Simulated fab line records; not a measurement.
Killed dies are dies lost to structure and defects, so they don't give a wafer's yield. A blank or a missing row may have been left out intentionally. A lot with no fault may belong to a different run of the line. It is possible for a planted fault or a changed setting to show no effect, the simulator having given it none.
Lot-split experiment / flow n5-finfet / 39 wafers read across 7 lots, on a route 1938 steps long

== ABOUT THE SPLIT ==
At N5_HKMG_FIN_ETCH_32 (etches SOC in N2/H2, target depth 240 nm, time 300 s), the setting bias-w was moved away from the recipe's 150 W on 18 of the 39 wafers read, by -10.7% to +17.2%. For the rest of the wafers, this setting stayed at what the recipe calls for.

Reading taken at the split's own step.

== THE READING ==
rf-vpp-V, in V, at N5_HKMG_FIN_ETCH_32 (etches SOC in N2/H2, target depth 240 nm, time 300 s). A value of 524.2 V with a standard deviation of 2.5 V is what fault-free wafers of this fab line usually give.

wafer=L077.1; tool, chamber at the split=rie-diel-06, 2; bias-w as run, W=150; against the recipe=recipe; rf-vpp-V, V=524.7; against lot-mates on the recipe=-
wafer=L077.2; tool, chamber at the split=rie-diel-06, 1; bias-w as run, W=150; against the recipe=recipe; rf-vpp-V, V=522.2; against lot-mates on the recipe=-
wafer=L077.3; tool, chamber at the split=rie-diel-06, 0; bias-w as run, W=173.2; against the recipe=+15.5%; rf-vpp-V, V=571.7; against lot-mates on the recipe=+47.0
wafer=L077.4; tool, chamber at the split=rie-diel-06, 3; bias-w as run, W=150; against the recipe=recipe; rf-vpp-V, V=527.2; against lot-mates on the recipe=-
wafer=L077.5; tool, chamber at the split=rie-diel-06, 1; bias-w as run, W=173.2; against the recipe=+15.5%; rf-vpp-V, V=573.6; against lot-mates on the recipe=+48.9
wafer=L077.6; tool, chamber at the split=rie-diel-06, 0; bias-w as run, W=173.2; against the recipe=+15.5%; rf-vpp-V, V=569.2; against lot-mates on the recipe=+44.5
wafer=L082.1; tool, chamber at the split=rie-diel-06, 3; bias-w as run, W=168.2; against the recipe=+12.1%; rf-vpp-V, V=565.8; against lot-mates on the recipe=+44.8
wafer=L082.2; tool, chamber at the split=rie-diel-06, 0; bias-w as run, W=168.2; against the recipe=+12.1%; rf-vpp-V, V=560.6; against lot-mates on the recipe=+39.6
wafer=L082.3; tool, chamber at the split=rie-diel-06, 2; bias-w as run, W=150; against the recipe=recipe; rf-vpp-V, V=521.6; against lot-mates on the recipe=-
wafer=L082.4; tool, chamber at the split=rie-diel-06, 0; bias-w as run, W=150; against the recipe=recipe; rf-vpp-V, V=519.7; against lot-mates on the recipe=-
wafer=L082.5; tool, chamber at the split=rie-diel-06, 3; bias-w as run, W=168.2; against the recipe=+12.1%; rf-vpp-V, V=566.9; against lot-mates on the recipe=+45.9
wafer=L082.6; tool, chamber at the split=rie-diel-06, 2; bias-w as run, W=150; against the recipe=recipe; rf-vpp-V, V=521.7; against lot-mates on the recipe=-
wafer=L085.1; tool, chamber at the split=rie-diel-01, 1; bias-w as run, W=171.1; against the recipe=+14.1%; rf-vpp-V, V=564.9; against lot-mates on the recipe=+40.8
wafer=L085.2; tool, chamber at the split=rie-diel-01, 0; bias-w as run, W=150; against the recipe=recipe; rf-vpp-V, V=526.8; against lot-mates on the recipe=-
wafer=L085.3; tool, chamber at the split=rie-diel-01, 3; bias-w as run, W=171.1; against the recipe=+14.1%; rf-vpp-V, V=573.2; against lot-mates on the recipe=+49.1
wafer=L085.4; tool, chamber at the split=rie-diel-01, 2; bias-w as run, W=150; against the recipe=recipe; rf-vpp-V, V=525.5; against lot-mates on the recipe=-
wafer=L085.5; tool, chamber at the split=rie-diel-01, 1; bias-w as run, W=150; against the recipe=recipe; rf-vpp-V, V=520.1; against lot-mates on the recipe=-
wafer=L085.6; tool, chamber at the split=rie-diel-01, 2; bias-w as run, W=171.1; against the recipe=+14.1%; rf-vpp-V, V=570.5; against lot-mates on the recipe=+46.4
wafer=L086.1; tool, chamber at the split=rie-diel-05, 0; bias-w as run, W=175.8; against the recipe=+17.2%; rf-vpp-V, V=578.4; against lot-mates on the recipe=+50.9
wafer=L086.2; tool, chamber at the split=rie-diel-05, 3; bias-w as run, W=175.8; against the recipe=+17.2%; rf-vpp-V, V=577.6; against lot-mates on the recipe=+50.1
wafer=L086.3; tool, chamber at the split=rie-diel-05, 2; bias-w as run, W=175.8; against the recipe=+17.2%; rf-vpp-V, V=581.5; against lot-mates on the recipe=+54.0
wafer=L086.4; tool, chamber at the split=rie-diel-05, 1; bias-w as run, W=150; against the recipe=recipe; rf-vpp-V, V=528.5; against lot-mates on the recipe=-
wafer=L086.5; tool, chamber at the split=rie-diel-05, 1; bias-w as run, W=150; against the recipe=recipe; rf-vpp-V, V=526.9; against lot-mates on the recipe=-
wafer=L086.6; tool, chamber at the split=rie-diel-05, 2; bias-w as run, W=150; against the recipe=recipe; rf-vpp-V, V=527.1; against lot-mates on the recipe=-
wafer=L089.3; tool, chamber at the split=rie-diel-06, 0; bias-w as run, W=150; against the recipe=recipe; rf-vpp-V, V=520.0; against lot-mates on the recipe=-
wafer=L089.4; tool, chamber at the split=rie-diel-06, 1; bias-w as run, W=150; against the recipe=recipe; rf-vpp-V, V=522.3; against lot-mates on the recipe=-
wafer=L089.6; tool, chamber at the split=rie-diel-06, 0; bias-w as run, W=150; against the recipe=recipe; rf-vpp-V, V=521.0; against lot-mates on the recipe=-
wafer=L090.1; tool, chamber at the split=rie-diel-05, 0; bias-w as run, W=150; against the recipe=recipe; rf-vpp-V, V=524.1; against lot-mates on the recipe=-
wafer=L090.2; tool, chamber at the split=rie-diel-05, 3; bias-w as run, W=150; against the recipe=recipe; rf-vpp-V, V=522.5; against lot-mates on the recipe=-
wafer=L090.3; tool, chamber at the split=rie-diel-05, 2; bias-w as run, W=133.9; against the recipe=-10.7%; rf-vpp-V, V=489.3; against lot-mates on the recipe=-33.9
wafer=L090.4; tool, chamber at the split=rie-diel-05, 1; bias-w as run, W=133.9; against the recipe=-10.7%; rf-vpp-V, V=490.0; against lot-mates on the recipe=-33.2
wafer=L090.5; tool, chamber at the split=rie-diel-05, 3; bias-w as run, W=150; against the recipe=recipe; rf-vpp-V, V=523.0; against lot-mates on the recipe=-
wafer=L090.6; tool, chamber at the split=rie-diel-05, 2; bias-w as run, W=133.9; against the recipe=-10.7%; rf-vpp-V, V=490.6; against lot-mates on the recipe=-32.6
wafer=L091.1; tool, chamber at the split=rie-diel-05, 2; bias-w as run, W=172.7; against the recipe=+15.1%; rf-vpp-V, V=575.1; against lot-mates on the recipe=+51.7
wafer=L091.2; tool, chamber at the split=rie-diel-05, 0; bias-w as run, W=172.7; against the recipe=+15.1%; rf-vpp-V, V=572.4; against lot-mates on the recipe=+49.0
wafer=L091.3; tool, chamber at the split=rie-diel-05, 3; bias-w as run, W=150; against the recipe=recipe; rf-vpp-V, V=521.0; against lot-mates on the recipe=-
wafer=L091.4; tool, chamber at the split=rie-diel-05, 1; bias-w as run, W=150; against the recipe=recipe; rf-vpp-V, V=526.9; against lot-mates on the recipe=-
wafer=L091.5; tool, chamber at the split=rie-diel-05, 3; bias-w as run, W=150; against the recipe=recipe; rf-vpp-V, V=522.3; against lot-mates on the recipe=-
wafer=L091.6; tool, chamber at the split=rie-diel-05, 2; bias-w as run, W=172.7; against the recipe=+15.1%; rf-vpp-V, V=573.7; against lot-mates on the recipe=+50.3

FIT RESULTS
A straight line over all 39 wafers: rf-vpp-V changes by +3.22 V for each +1% of bias-w; r = +1.00; the points scatter about the line by 2.7 V.
The same after taking each lot's own level away (the mean of its wafers on the recipe; 39 wafers): +3.17 V for each +1%; r = +1.00; scatter 2.7 V.
On that fit, the largest move of bias-w shifts the reading by 54 V.
Across the lots, their own levels run from 521.00 to 527.50 V, a range of 2.6 times the standard deviation given above.
The two slopes are in agreement: the lot-to-lot level therefore moves the slope only a little.
Check: with one of the wafers moved furthest among these (+17.2%) left out of the fit, the line predicts +55.1 V for it against its lot-mates. It came out at +50.9 V against them.
Tool readings at the split's step, against how far the setting was moved: rf-vpp-V r = +1.00.

== OTHER SPLITS APPLIED TO THESE WAFERS ==
These wafers also went through other splits before the reading. Each is held against what the fit with the lots' levels taken away leaves over:
other split on the same wafers=N5_DUMMY_GATE_ETCH_37 source-w; wafers away from the commonest value=15; r with rf-vpp-V (lot level and that fit taken away)=+0.19

== THE FILE'S OWN FIT ==
rf-vpp-V changes by +3.18 V for each +1% of bias-w, r = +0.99.
